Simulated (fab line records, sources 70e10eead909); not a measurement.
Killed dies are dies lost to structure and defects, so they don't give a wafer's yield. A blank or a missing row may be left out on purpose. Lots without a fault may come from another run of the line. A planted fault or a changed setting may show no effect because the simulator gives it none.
fab line records | flow nand_harc
record lots=5 wafers=15 last_day=32
route steps=1302 shown P_CONTACT@217 END@1302
lots that met no fault: from a run of the same line without faults
start_h: hours from the record's first day to the start of the lot's first wafer shown | wait_h: hours since the lot's step before | " the same as in the row above | L1.1+2: a row that stands for several wafers | - no value, or no start given | * or withheld: withheld | < > ~ a bound
route shown NAME@n: a module of which the file shows steps, and the number in the route of the first | usual: mean/standard deviation of fault-free wafers | same: alike in all rows | chamber/n: place in a boat | sites: the reading at each site | _std_site: their standard deviation | _edge_site: outer sites' mean less inner sites' | radius_mm: how far each site lies from the wafer's centre | mask NAME#n: copy n | behind: the tool/chamber that last shaped the wafer | hold: why the lot was held/for how many hours/how that ended | device: the transistor (n, p or np) that didn't switch | end of line: the same wafers' tests at the end of the route | a step without rows: its recipe alone | killed: dies lost to structure and defects at the first sort, not the wafer's yield | map: a wafer's dies, x killed, . not, _ none there
set.NAME: the setting as run; set.NAME@STEP: as run at that earlier step | model.NAME: the simulator's own value behind a step, which no gauge read
lots at some steps of the route; a table a step, a row a wafer
services: from which hour (start_h, from the record's first day; less than 0 if before it) a tool's chamber was out of use, for how many hours, and why
## steps
# step NHARC_P_CONTACT_DEP_30
# recipe target_thk_a=300 temp_c=400 target_thk_nm=30 flow_sccm=200 rf_w=450 material=SiNx
# step NHARC_P_CONTACT_DEP_00
# recipe target_thk_a=5000 temp_c=400 pressure_torr=6.5 rf_w=900 teos_flow_sccm=161.4 flow_sccm=2650 target_thk_nm=500 gas=O2 material=SiO2
# usual heater_power_w=577/110 throttle_valve_pct=15.6/0.47
# columns lot.wafer tool chamber start_h wait_h heater_power_w throttle_valve_pct
L219.1 pecvd-02 2 - - 539 16.1
L219.3 " 1 " " 633 16.0
L219.4 " 2 " " 564 16.1
L225.2 pecvd-02 1 - - 589 15.9
L225.4 " 2 " " 583 16.2
L225.6 " 0 " " 502 15.5
L231.3 pecvd-01 1 - - 706 15.2
L231.2 " 2 " " 589 16.0
L231.5 " 2 " " 603 16.0
L238.2 pecvd-02 2 - - 502 15.7
L238.5 " 2 " " 360 15.6
L238.6 " 0 " " 493 15.2
L241.2 pecvd-02 2 - - 490 15.6
L241.5 " 1 " " 658 15.7
L241.6 " 2 " " 504 15.7
# step NHARC_P_CONTACT_CMP_01
# recipe target_thk_nm=200 material=SiO2
# usual motor_current_A=12.8/1.2 slurry_flow_ml_min=150.1/0.48
# columns lot.wafer tool chamber start_h wait_h motor_current_A slurry_flow_ml_min
L219.1 cmp-02 3 123.58 - 14.2 150.5
L219.4 " 0 " " 12.8 150.2
L219.3 " 2 " " 13.8 150.7
L225.2 cmp-02 3 185.13 - 13.6 148.7
L225.4 " 2 " " 14.4 150.1
L225.6 " 3 " " 13.7 149.0
L231.3 cmp-03 0 241.32 - 12.5 149.4
L231.2 " 1 " " 12.6 149.9
L231.5 " 3 " " 11.9 150.4
L238.2 cmp-03 2 315.30 - 13.5 149.9
L238.6 " 2 " " 14.2 150.2
L238.5 " 3 " " 12.3 149.8
L241.2 cmp-03 2 345.32 - 13.9 150.9
L241.6 " 3 " " 11.9 150.3
L241.5 " 0 " " 12.4 149.6
# step NHARC_P_CONTACT_SRD_03
# step NHARC_P_CONTACT_DEHYDRATE_04
# recipe temp_c=150 time_s=120
# step NHARC_P_CONTACT_HMDS_05
# recipe time_s=30
# step NHARC_P_CONTACT_COAT_33
# recipe temp_c=260 time_s=75
# step NHARC_P_CONTACT_COAT_34
# recipe temp_c=225 time_s=65
# step NHARC_P_CONTACT_COAT_06
# recipe spin_rpm=1500 resist_thk_nm=90
# step NHARC_P_CONTACT_SOFTBAKE_07
# recipe temp_c=105 time_s=55
# step NHARC_P_CONTACT_EBR_08
# step NHARC_P_CONTACT_EXPOSE_09
# recipe na=1.35 target_cd_nm=90 dose_mj=81.26 mask_id=P_CA
# usual exposure_dose_mJ_cm2=81.20/0.093
# columns lot.wafer tool chamber start_h wait_h mask exposure_dose_mJ_cm2
L219.1 arfi_scanner-03 0 124.30 - P_CA#0 81.32
L219.3 " 0 " " P_CA#0 81.23
L219.4 " 0 " " P_CA#0 81.12
L225.2 arfi_scanner-03 0 185.70 - P_CA#0 81.35
L225.4 " 0 " " P_CA#0 81.13
L225.6 " 0 " " P_CA#0 81.18
L231.2 arfi_scanner-03 0 241.99 - P_CA_R1#0 81.23
L231.3 " 0 " " P_CA_R1#0 81.22
L231.5 " 0 " " P_CA_R1#0 81.13
L238.2 arfi_scanner-01 0 315.99 - P_CA#0 81.29
L238.5 " 0 " " P_CA#0 81.27
L238.6 " 0 " " P_CA#0 81.34
L241.2 arfi_scanner-01 0 345.82 - P_CA#0 81.37
L241.5 " 0 " " P_CA#0 81.31
L241.6 " 0 " " P_CA#0 81.28
# step NHARC_P_CONTACT_PEB_10
# recipe peb_temp_c=100 peb_time_s=65
# step NHARC_P_CONTACT_DEVELOP_11
# recipe develop_time_s=35 dev_temp_c=23
# step NHARC_P_CONTACT_CD_MEAS_12
# recipe target_cd_nm=90 landing_energy_ev=500
# usual cd_nm=89.8/0.86
# columns lot.wafer tool chamber start_h wait_h hold cd_nm
L219.1 cd_sem-03 0 124.44 - - 89.7
L219.3 " 0 " " - 90.1
L219.4 " 0 " " - 89.5
L225.2 cd_sem-01 0 185.83 - - 89.4
L225.4 " 0 " " - 90.0
L225.6 " 0 " " - 90.4
L231.2 cd_sem-02 0 242.13 - await_dispo/0.2h/release 93.4
L231.3 " 0 " " await_dispo/0.2h/release 93.6
L231.5 " 0 " " await_dispo/0.2h/release 93.5
L231.2 cd_sem-02 0 - - - 93.8
L231.3 " 0 " " - 93.0
L231.5 " 0 " " - 93.5
L238.2 cd_sem-02 0 316.13 - - 91.8
L238.5 " 0 " " - 91.4
L238.6 " 0 " " - 91.3
L241.2 cd_sem-01 0 345.95 - - 89.8
L241.5 " 0 " " - 89.6
L241.6 " 0 " " - 88.4
# step NHARC_P_CONTACT_OVL_MEAS_13
# usual overlay_x_nm=-0.1/0.72 overlay_y_nm=0.2/0.83
# columns lot.wafer tool chamber start_h wait_h hold overlay_x_nm overlay_y_nm
L219.1 overlay-01 - 124.53 - - 0.6 0.4
L219.3 " - " " - 0.5 1.0
L219.4 " - " " - 0.2 0.8
L225.2 overlay-01 - 185.92 - - 0.1 0.9
L225.4 " - " " - 0.1 1.2
L225.6 " - " " - -0.1 1.4
L231.2 overlay-01 - 248.21 - await_dispo/5.8h/release -0.2 -0.4
L231.3 " - " " await_dispo/5.8h/release -0.2 0.3
L231.5 " - " " await_dispo/5.8h/release -0.2 0.0
L238.2 overlay-02 - 316.22 - - 1.3 0.3
L238.5 " - " " - 1.5 0.7
L238.6 " - " " - 1.7 -0.2
L241.2 overlay-02 - 346.04 - - -1.4 -1.3
L241.5 " - " " - -1.5 -0.6
L241.6 " - " " - -2.0 -0.9
# step NHARC_P_CONTACT_INSPECT_14
# usual raw_defect_count=4.2/2.3
# columns lot.wafer tool chamber start_h wait_h raw_defect_count
L219.1 defect_inspect-01 - 124.57 0.0 8
L219.3 " - " " 5
L219.4 " - " " 6
L225.2 defect_inspect-01 - 185.96 0.0 4
L225.4 " - " " 2
L225.6 " - " " 5
L231.2 defect_inspect-01 - 248.25 0.0 2
L231.3 " - " " 2
L231.5 " - " " 2
L238.2 defect_inspect-02 - 316.25 0.0 1
L238.5 " - " " 4
L238.6 " - " " 1
L241.2 defect_inspect-02 - 346.08 0.0 8
L241.5 " - " " 4
L241.6 " - " " 2
# step NHARC_P_CONTACT_DESCUM_17
# recipe time_s=3 o2_flow_sccm=200 ar_flow_sccm=0 bias_power_w=0 chemistry=O2
# usual drypump_motor_current_A=5.7/0.36 oes_product_au=1.000/0.0095 rf_vpp_V=57.8/0.96 showerhead_plenum_p_Torr=1.92/0.079 throttle_valve_pct=11.311/0.0099
# columns lot.wafer tool chamber start_h wait_h drypump_motor_current_A oes_product_au rf_hours_counter_h rf_vpp_V showerhead_plenum_p_Torr throttle_valve_pct model.P_CONTACT.cd_nm
L219.1 rie_diel-05 3 124.63 0.1 5.0 0.986 1.0 56.9 1.82 11.298 88.3
L219.3 " 1 " " 5.3 0.998 1.0 57.3 1.82 11.327 89.09
L219.4 " 2 " " 6.0 1.011 0.4 56.6 1.96 11.304 89.01
L225.4 rie_diel-05 2 186.02 0.1 5.9 1.008 2.5 57.8 1.96 11.303 88.89
L225.2 " 3 " " 5.0 0.985 3.2 57.2 1.82 11.312 88.16
L225.6 " 2 " " 5.9 1.011 - 58.2 1.96 11.297 89.74
L231.3 rie_diel-05 0 248.32 0.1 6.0 1.010 0.1 57.8 2.06 11.314 93.29
L231.2 " 2 " " 5.9 1.000 0.1 58.5 1.96 11.323 93.13
L231.5 " 0 " " 6.1 1.008 - 58.8 2.06 11.316 93.75
L238.2 rie_diel-02 2 316.34 0.1 5.5 1.003 4.4 57.5 1.95 11.299 92.05
L238.5 " 3 " " 5.9 0.997 - 56.8 1.87 11.315 90.75
L238.6 " 0 " " 5.6 1.012 - 58.7 1.96 11.310 90.49
L241.2 rie_diel-08 0 346.14 0.1 5.6 1.014 3.5 58.0 1.87 11.316 89.45
L241.6 " 3 " " 6.3 1.012 - 57.8 1.89 11.311 89.4
L241.5 " 0 " " 5.6 1.009 - 56.1 1.87 11.328 89.28
# step NHARC_P_CONTACT_ETCH_35
# recipe target_depth_a=390 over_etch_frac=0.3 time_s=65 ion_energy_ev=80 cf4_flow_sccm=150 ar_flow_sccm=0 rf_w=300 bias_w=100 chemistry=CF4
# usual bias_w=100.0/0.31 cf4_flow_sccm=150.0/0.51 drypump_motor_current_A=5.7/0.36 oes_product_au=0.999/0.01 rf_vpp_V=151.3/1.1 showerhead_plenum_p_Torr=1.77/0.067 throttle_valve_pct=13.283/0.0094
# columns lot.wafer tool chamber start_h wait_h bias_w cf4_flow_sccm drypump_motor_current_A oes_product_au rf_hours_counter_h rf_vpp_V showerhead_plenum_p_Torr throttle_valve_pct
L219.1 rie_diel-05 3 124.71 0.1 100.2 150.6 5.0 0.998 1.0 150.6 1.69 13.287
L219.4 " 1 " " 100.1 150.2 5.3 1.004 1.0 150.2 1.69 13.294
L219.3 " 2 " " 99.2 150.6 6.0 1.003 0.4 150.9 1.81 13.293
L225.2 rie_diel-05 3 186.10 0.1 100.1 150.7 5.0 0.992 3.2 149.6 1.69 13.267
L225.4 " 1 " " 100.5 150.0 5.3 0.977 2.8 149.3 1.69 13.272
L225.6 " 0 " " 100.3 149.1 6.0 0.996 - 152.8 1.89 13.281
L231.2 rie_diel-05 1 248.40 0.1 100.8 149.7 5.3 1.004 0.1 149.8 1.69 13.277
L231.3 " 3 " " 99.7 150.9 5.0 0.998 0.2 149.5 1.69 13.290
L231.5 " 0 " " 100.1 149.1 6.0 1.022 - 152.4 1.89 13.294
L238.2 rie_diel-02 3 316.42 0.1 100.3 149.7 5.9 0.995 4.1 151.1 1.73 13.275
L238.5 " 0 " " 100.5 150.4 5.6 1.014 - 152.5 1.81 13.274
L238.6 " 2 " " 99.9 149.6 5.5 1.004 - 153.7 1.80 13.273
L241.2 rie_diel-08 1 346.24 0.1 100.0 149.6 5.6 0.991 3.5 150.5 1.69 13.278
L241.5 " 2 " " 99.8 150.4 5.6 0.994 - 151.3 1.88 13.275
L241.6 " 3 " " 100.3 149.5 6.4 0.998 - 151.3 1.75 13.271
# step NHARC_P_CONTACT_ETCH_36
# recipe target_depth_a=2600 over_etch_frac=0.25 time_s=406.25 ion_energy_ev=200 n2_flow_sccm=150 h2_flow_sccm=150 ar_flow_sccm=0 rf_w=400 bias_w=150 chemistry=N2/H2
# usual bias_w=150.1/0.44 drypump_motor_current_A=5.7/0.36 oes_product_au=1.000/0.011 rf_vpp_V=430.7/2.7 showerhead_plenum_p_Torr=2.05/0.087 throttle_valve_pct=14.171/0.0095
# columns lot.wafer tool chamber start_h wait_h bias_w drypump_motor_current_A oes_product_au rf_hours_counter_h rf_vpp_V showerhead_plenum_p_Torr throttle_valve_pct
L219.4 rie_diel-05 0 - - 149.7 6.1 0.991 1.0 435.4 2.20 14.174
L219.1 " 1 " " 149.2 5.3 0.996 1.0 426.1 1.93 14.165
L219.3 " 2 " " 150.3 5.9 1.011 0.5 432.6 2.09 14.169
L225.4 rie_diel-05 3 - - 149.3 5.0 0.977 3.3 429.0 1.94 14.167
L225.2 " 2 " " 150.0 6.0 1.002 2.6 432.1 2.09 14.176
L225.6 " 0 " " 150.1 6.0 0.982 - 433.5 2.20 14.160
L231.2 rie_diel-05 3 - - 149.6 5.0 0.991 0.2 426.6 1.93 14.179
L231.3 " 0 " " 150.6 6.0 1.018 0.2 435.5 2.20 14.172
L231.5 " 2 " " 150.2 6.0 0.999 - 433.1 2.09 14.153
L238.2 rie_diel-02 3 - - 150.4 6.0 0.999 4.2 429.0 1.99 14.169
L238.6 " 0 " " 150.0 5.6 1.006 - 431.9 2.09 14.169
L238.5 " 2 " " 150.6 5.5 1.013 - 432.8 2.08 14.173
L241.2 rie_diel-08 1 - - 150.6 5.6 0.993 3.6 428.6 1.94 14.172
L241.5 " 0 " " 149.5 5.6 1.023 - 427.4 1.99 14.166
L241.6 " 1 " " 150.0 5.6 0.997 - 427.1 1.94 14.175
# step NHARC_P_CONTACT_ETCH_18
# recipe target_depth_a=4810 time_s=240.5 c4f8_flow_sccm=20 o2_flow_sccm=10 ar_flow_sccm=withheld rf_w=600 bias_w=1500 chemistry=C4F8/O2/Ar
# usual bias_w=1500/4.6 oes_product_au=0.960/0.017 rf_vpp_V=978/5.1
# columns lot.wafer tool chamber start_h wait_h bias_w oes_product_au rf_hours_counter_h rf_vpp_V
L219.3 rie_diel-05 2 - - 1498 0.983 0.6 981
L219.4 " 3 " " 1505 0.957 1.3 972
L219.1 " 0 " " 1500 0.960 1.2 988
L225.2 rie_diel-05 0 - - 1497 0.955 3.3 988
L225.4 " 2 " " 1502 0.960 2.6 981
L225.6 " 0 " " 1499 0.956 - 988
L231.2 rie_diel-05 2 - - 1494 0.977 0.4 983
L231.3 " 3 " " 1498 0.954 0.3 971
L231.5 " 1 " " 1503 0.984 - 971
L238.2 rie_diel-02 0 - - 1500 0.979 4.8 982
L238.5 " 3 " " 1510 0.965 - 976
L238.6 " 0 " " 1500 0.970 - 983
L241.2 rie_diel-08 3 - - 1512 0.916 3.7 975
L241.6 " 3 " " 1499 0.918 - 977
L241.5 " 0 " " 1496 0.939 - 976
# step NHARC_P_CONTACT_STRIP_37
# recipe c4f8_flow_sccm=withheld o2_flow_sccm=8 ar_flow_sccm=withheld bias_w=0 chemistry=C4F8/O2/Ar
# step NHARC_P_CONTACT_ETCH_31
# recipe target_depth_a=300 time_s=85.7 ion_energy_ev=120 over_etch_frac=1 ch3f_flow_sccm=50 o2_flow_sccm=30 ar_flow_sccm=200 rf_w=500 bias_w=100 chemistry=CH3F/O2
# usual bias_w=100.00/0.28 drypump_motor_current_A=5.7/0.35 oes_product_au=0.979/0.013 rf_vpp_V=244.4/1.5 showerhead_plenum_p_Torr=2.46/0.095 throttle_valve_pct=20.663/0.0082
# columns lot.wafer tool chamber start_h wait_h bias_w drypump_motor_current_A oes_product_au rf_hours_counter_h rf_vpp_V showerhead_plenum_p_Torr throttle_valve_pct model.P_CONTACT.cd_nm
L219.4 rie_diel-05 2 - - 100.41 6.0 0.996 0.7 243.8 2.51 20.669 87.85
L219.3 " 3 " " 99.94 5.0 0.971 1.3 240.9 2.34 20.677 87.74
L219.1 " 0 " " 99.91 6.0 0.965 1.3 246.9 2.64 20.668 88
L225.4 rie_diel-05 1 - - 100.38 5.3 0.964 3.1 244.1 2.34 20.676 87.5
L225.2 " 0 " " 100.33 6.0 0.971 3.4 246.1 2.64 20.667 86.35
L225.6 " 1 " " 100.14 5.3 0.971 - 241.7 2.34 20.662 89.36
L231.2 rie_diel-05 2 - - 100.26 6.0 0.991 0.5 245.8 2.51 20.654 90.61
L231.3 " 0 " " 99.96 6.0 0.988 0.4 246.6 2.64 20.656 90.09
L231.5 " 1 " " 99.93 5.3 0.987 - 241.9 2.34 20.668 93.97
L238.2 rie_diel-02 2 - - 99.87 5.5 0.993 4.8 244.4 2.51 20.646 92.05
L238.5 " 0 " " 100.07 5.6 1.000 - 244.5 2.52 20.665 87.9
L238.6 " 2 " " 100.08 5.5 0.993 - 245.2 2.51 20.668 89.94
L241.2 rie_diel-08 3 - - 100.06 6.4 0.965 3.8 244.6 2.43 20.660 87.19
L241.5 " 3 " " 99.76 6.4 0.963 - 243.7 2.43 20.662 88.29
L241.6 " 0 " " 100.55 5.6 0.977 - 243.2 2.40 20.668 89.5
# step NHARC_P_CONTACT_CD_MEAS_19
# usual cd_nm=88.6/2.1
# columns lot.wafer tool chamber start_h wait_h cd_nm
L219.1 cd_sem-02 - 125.50 - 88.0
L219.3 " - " " 87.7
L219.4 " - " " 88.1
L225.2 cd_sem-03 - 186.90 - 86.3
L225.4 " - " " 87.3
L225.6 " - " " 89.6
L231.2 cd_sem-03 - 249.19 - 90.5
L231.3 " - " " 89.9
L231.5 " - " " 94.0
L238.2 cd_sem-01 - 317.34 - 92.2
L238.5 " - " " 87.8
L238.6 " - " " 89.6
L241.2 cd_sem-03 - 347.50 - 87.6
L241.5 " - " " 88.2
L241.6 " - " " 89.4
# step NHARC_END_SORT_01
# recipe temp_c=25
# usual killed_at_array=54/12 killed_at_other=0.7/1.1 killed_at_periphery=3.9/2.8 killed_dies=59/13 killed_open=3.4/2 killed_short=2.5/1.7
# same gross_dies=677
# columns lot.wafer tool chamber start_h wait_h killed_at_array killed_at_other killed_at_periphery killed_dies killed_open killed_short
L219.1 prober-01 0 569.67 2.5 80 0 9 89 7 3
L219.3 prober-01 0 571.24 3.1 86 0 2 88 0 4
L219.4 prober-01 0 572.02 3.4 93 0 4 97 3 2
L231.2 prober-02 0 681.03 2.8 37 2 1 40 7 4
L231.3 prober-02 0 681.82 3.1 28 1 5 34 3 2
L231.5 prober-02 0 683.40 3.7 40 0 2 42 2 0
# killed by level:class
L219.1 A_CHANNEL_HOLE_D1:chamber_film_flake=27 A_CHANNEL_HOLE_D2:chamber_film_flake=23 A_SLIT:chamber_film_flake=17 P_ZERO_WELL:chamber_film_flake=2 P_GATE:chamber_film_flake=2 A_CHANNEL_FILL_D2:chamber_film_flake=2 A_M0:chamber_film_flake=2 P_GATE:geometric_particle:open=1
L219.3 A_CHANNEL_HOLE_D1:chamber_film_flake=25 A_CHANNEL_HOLE_D2:chamber_film_flake=24 A_SLIT:chamber_film_flake=23 A_CONTACT:chamber_film_flake=5 A_CHANNEL_HOLE_D2:geometric_particle:short=3 A_M0:chamber_film_flake=3 A_STAIRCASE:chamber_film_flake=2 A_CHANNEL_FILL_D2:geometric_particle:short=1
L219.4 A_CHANNEL_HOLE_D2:chamber_film_flake=32 A_CHANNEL_HOLE_D1:chamber_film_flake=26 A_SLIT:chamber_film_flake=22 P_GATE:chamber_film_flake=3 A_STAIRCASE:chamber_film_flake=3 A_M0:chamber_film_flake=3 A_CHANNEL_HOLE_D1:geometric_particle:open=1 A_DECK1_JOINT:geometric_particle:open=1
L231.2 A_CHANNEL_HOLE_D2:chamber_film_flake=15 A_CHANNEL_HOLE_D1:chamber_film_flake=4 A_STAIRCASE:chamber_film_flake=3 A_SOURCE_PLATE:geometric_particle:short=2 A_CHANNEL_FILL_D2:geometric_particle:open=2 A_SLIT:chamber_film_flake=2 A_CONTACT:chamber_film_flake=2 THIN_TSV:chamber_film_flake=2
L231.3 A_CHANNEL_HOLE_D2:chamber_film_flake=12 A_CHANNEL_HOLE_D1:chamber_film_flake=6 P_CONTACT:chamber_film_flake=3 A_WL_FILL:chamber_film_flake=3 P_CONTACT:geometric_particle:open=2 A_CHANNEL_FILL_D2:geometric_particle:short=2 A_M0:geometric_particle:open=1 A_ZERO_WELL:chamber_film_flake=1
L231.5 A_CHANNEL_HOLE_D2:chamber_film_flake=18 A_CHANNEL_HOLE_D1:chamber_film_flake=10 A_SLIT:chamber_film_flake=7 P_CONTACT:chamber_film_flake=2 A_DECK1_JOINT:geometric_particle:open=1 A_STAIRCASE:chamber_film_flake=1 A_M1:geometric_particle:open=1 A_CHANNEL_FILL_D1:chamber_film_flake=1
## services
# columns tool chamber start_h hours kind
cmp-03 - 100.71 0.8 repair
rie_diel-08 2 105.58 6.3 repair
cmp-02 - 127.31 0.3 repair
rie_diel-02 2 129.64 6.4 repair
cmp-02 - 134.50 4.0 pm
rie_diel-08 1 139.27 3.9 repair
cmp-03 - 162.79 4.0 pm
cmp-02 - 166.19 0.7 repair
arfi_scanner-01 - 176.21 6.2 repair
rie_diel-08 - 190.80 9.0 pm
arfi_scanner-03 - 196.00 4.0 pm
cmp-03 - 202.46 21.5 repair
rie_diel-02 - 216.70 9.0 pm
pecvd-02 - 227.07 13.0 pm
rie_diel-05 - 229.60 9.0 pm
arfi_scanner-03 - 232.67 3.8 repair
pecvd-02 - 243.81 1.7 repair
rie_diel-08 2 257.98 5.4 repair
cmp-03 - 260.79 4.0 pm
cmp-03 - 289.87 1.7 repair
rie_diel-05 1 306.42 2.3 repair
cmp-03 - 309.50 0.2 repair
rie_diel-02 1 311.72 13.4 repair
arfi_scanner-03 - 315.28 2.0 repair
## key
first_sign step=NHARC_P_CONTACT_EXPOSE_09 reading=mask direction=changed
effect step=NHARC_P_CONTACT_CD_MEAS_12 reading=visit direction=added
model_effect step=NHARC_P_CONTACT_DESCUM_17 value=P_CONTACT.cd_nm without=88.88 struck=93.39
model_effect step=NHARC_P_CONTACT_ETCH_31 value=P_CONTACT.cd_nm without=86.9 struck=91.56
met_at NHARC_P_CONTACT_EXPOSE_09
struck_wafers L231.2,L231.3,L231.5
tester_left_out L231
onset_between 185.70 241.99
fault kind=wrong_mask tool=any chamber=- onset_h=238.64 steps=NHARC_P_CONTACT_EXPOSE_09 aux_copy=P_CA_R1#0 cd_offset_nm=4.544 scope=struck_lots_only
# tester_left_out: of these lots the tester's yield and bins aren't shown, on N5 and GAA mostly nor the transistor test; their killed dies are dies lost to structure and defects alone, not to doping, threshold or leakage, so they don't give the yield
